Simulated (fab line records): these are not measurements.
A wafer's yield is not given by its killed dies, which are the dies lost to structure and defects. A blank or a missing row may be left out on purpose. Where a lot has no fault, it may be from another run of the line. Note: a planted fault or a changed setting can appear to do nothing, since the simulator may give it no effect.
Matching of chambers + flow nand harc + 4 sister chambers for NHARC_A_ZERO_WELL_ETCH_19 on rie diel-07
The step etches the open film in N2/H2, target depth 80 nm, overetch 24 nm, time 87.88 s. 4 wafers are shown with their chamber, then 12 later ones without.

## EACH WAFER AND ITS CHAMBER
| wafer  | chamber | showerhead plenum p Torr (Torr) |
|--------|---------|---------------------------------|
| L091.5 | 0       | 1.94                            |
| L091.6 | 1       | 2.16                            |
| L092.4 | 3       | 2.02                            |
| L092.6 | 2       | 2.05                            |

## WAFERS WHOSE CHAMBER IS MISSING
| wafer  | showerhead plenum p Torr (Torr) |
|--------|---------------------------------|
| L093.2 | 2.05                            |
| L093.5 | 2.02                            |
| L093.6 | 1.94                            |
| L094.2 | 2.05                            |
| L094.4 | 2.16                            |
| L094.6 | 2.16                            |
| L095.2 | 2.05                            |
| L095.4 | 2.01                            |
| L095.6 | 2.05                            |
| L097.2 | 2.05                            |
| L097.4 | 2.16                            |
| L097.6 | 2.16                            |

## WHICH CHAMBER EACH ONE RAN IN
| wafer  | from the rows above | in truth |
|--------|---------------------|----------|
| L093.2 | 2                   | 2        |
| L093.5 | 3                   | 3        |
| L093.6 | 0                   | 0        |
| L094.2 | 2                   | 2        |
| L094.4 | 1                   | 1        |
| L094.6 | 1                   | 1        |
| L095.2 | 2                   | 2        |
| L095.4 | 3                   | 3        |
| L095.6 | 2                   | 2        |
| L097.2 | 2                   | 2        |
| L097.4 | 1                   | 1        |
| L097.6 | 1                   | 1        |
12 of 12 placed correctly. Left unplaced by these rows: 0. Number placed wrongly: 0.
How it was worked out, from the rows above alone: a wafer's distance from a chamber is the root of the sum, over the readings, of the square of ((its reading less the chamber's mean) divided by the reading's scatter). The wafer belongs to the nearest chamber; if the next one is less than 2 further off, it can't be placed. A chamber's mean is the mean of its shown wafers. The scatter: root of mean squared gap, hidden wafer to nearest shown wafer, with one shown wafer a chamber.
